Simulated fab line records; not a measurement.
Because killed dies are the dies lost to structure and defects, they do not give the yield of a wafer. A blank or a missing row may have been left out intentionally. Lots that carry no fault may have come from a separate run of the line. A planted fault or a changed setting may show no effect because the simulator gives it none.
Split-lot study | flow n5 finfet | 21 wafers read from 7 lots, route of 1938 steps

## ABOUT THE SPLIT
At N5_BEOL_M2_ETCH_74 (etches underlayer in N2/H2, target depth 6.5 nm, time 5.2 s), the setting source w was moved away from the recipe's 840 W on 9 of the 21 wafers read, by -15.9% to +17.5%. For the rest of the wafers, this setting stayed at what the recipe calls for.

The reading comes from the split's own step.

## THE READING
rf vpp V, in V, at N5_BEOL_M2_ETCH_74 (etches underlayer in N2/H2, target depth 6.5 nm, time 5.2 s). A value of 523.6 V with a standard deviation of 2 V is what fault-free wafers of this fab line usually give.

wafer  | tool, chamber at the split | source w as run, W | against the recipe | rf vpp V, V | against lot-mates on the recipe
L075.1 | rie diel-05, 0             | 840                | recipe             | 519.1       | -
L075.2 | rie diel-05, 1             | 986.7              | +17.5%             | 494.3       | -27.1
L075.3 | rie diel-05, 3             | 840                | recipe             | 523.7       | -
L079.1 | rie diel-03, 2             | 790                | -6.0%              | 536.7       | +12.6
L079.2 | rie diel-03, 1             | 840                | recipe             | 524.1       | -
L079.5 | rie diel-03, 0             | 790                | -6.0%              | 534.1       | +10.0
L081.3 | rie diel-04, 3             | 840                | recipe             | 523.7       | -
L081.5 | rie diel-04, 0             | 796.1              | -5.2%              | 534.1       | +10.4
L081.6 | rie diel-04, 1             | 796.1              | -5.2%              | 533.8       | +10.1
L086.2 | rie diel-05, 2             | 900.5              | +7.2%              | 510.9       | no lot-mate on the recipe
L086.4 | rie diel-05, 3             | 900.5              | +7.2%              | 511.6       | no lot-mate on the recipe
L086.6 | rie diel-05, 0             | 900.5              | +7.2%              | 505.4       | no lot-mate on the recipe
L091.3 | rie diel-04, 1             | 840                | recipe             | 520.1       | -
L091.4 | rie diel-04, 1             | 706.3              | -15.9%             | 555.0       | +32.2
L091.6 | rie diel-04, 0             | 840                | recipe             | 525.5       | -
L090.4 | rie diel-04, 0             | 840                | recipe             | 523.0       | -
L090.5 | rie diel-04, 2             | 840                | recipe             | 522.2       | -
L090.6 | rie diel-04, 1             | 840                | recipe             | 522.6       | -
L097.1 | rie diel-04, 1             | 840                | recipe             | 519.6       | -
L097.2 | rie diel-04, 0             | 840                | recipe             | 526.8       | -
L097.4 | rie diel-04, 3             | 840                | recipe             | 525.8       | -

THE FIT
A straight line over all 21 wafers: rf vpp V changes by -1.87 V for each +1% of source w; r = -0.98; the points scatter about the line by 2.5 V.
The same after taking each lot's own level away (the mean of its wafers on the recipe; 18 wafers): -1.78 V for each +1%; r = -0.98; scatter 2.3 V.
The reading moves by 31 V for the largest change in source w, on that fit.
Measured against the standard deviation above, the lots' own levels, which go from 521.40 to 524.10 V, span 1.3 times it.
So the lot-to-lot level changes the slope little: the two slopes agree.
Check: -35 V against its lot-mates is what the line predicts for one of the wafers moved furthest among these (+17.5%) when that wafer is left out of the fit. It came out at -27.1 V against them.
Tool readings at the split's step, against how far the setting was moved: etch rf on time s r = -0.86; rf vpp V r = -0.98.

## THE OTHER SPLITS THESE WAFERS WENT THROUGH
Note: prior to the reading, these wafers also went through further splits. Each is held against what the fit with the lots' levels taken away leaves over:
other split on the same wafers    | wafers away from the commonest value | r with rf vpp V (lot level and that fit taken away)
N5_BEOL_M0_SAQP_EXPOSE_11 dose mj | 8                                    | -0.23
N5_BEOL_M0_ETCH_138 source w      | 6                                    | +0.01
N5_BEOL_M0_ETCH_109 bias w        | 5                                    | +0.11
N5_BEOL_M1_COAT_67 spin rpm       | 5                                    | -0.09
N5_BEOL_M1_COAT_68 spin rpm       | 6                                    | +0.12
N5_BEOL_M2_COAT_73 spin rpm       | 9                                    | -0.30

## THE WHOLE CHAIN: every reading that the file lists as answering this split, in the file's order
step               | what it does                                                | reading           | change (the file's fit)              | r (the file's)
N5_BEOL_M2_ETCH_74 | etches underlayer in N2/H2, target depth 6.5 nm, time 5.2 s | etch rf on time s | withheld for each +1% of the setting | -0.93
N5_BEOL_M2_ETCH_74 | etches underlayer in N2/H2, target depth 6.5 nm, time 5.2 s | rf vpp V          | -1.78 V for each +1% of the setting  | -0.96

## THE FILE'S OWN FIT
rf vpp V changes by -1.78 V for each +1% of source w, r = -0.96.
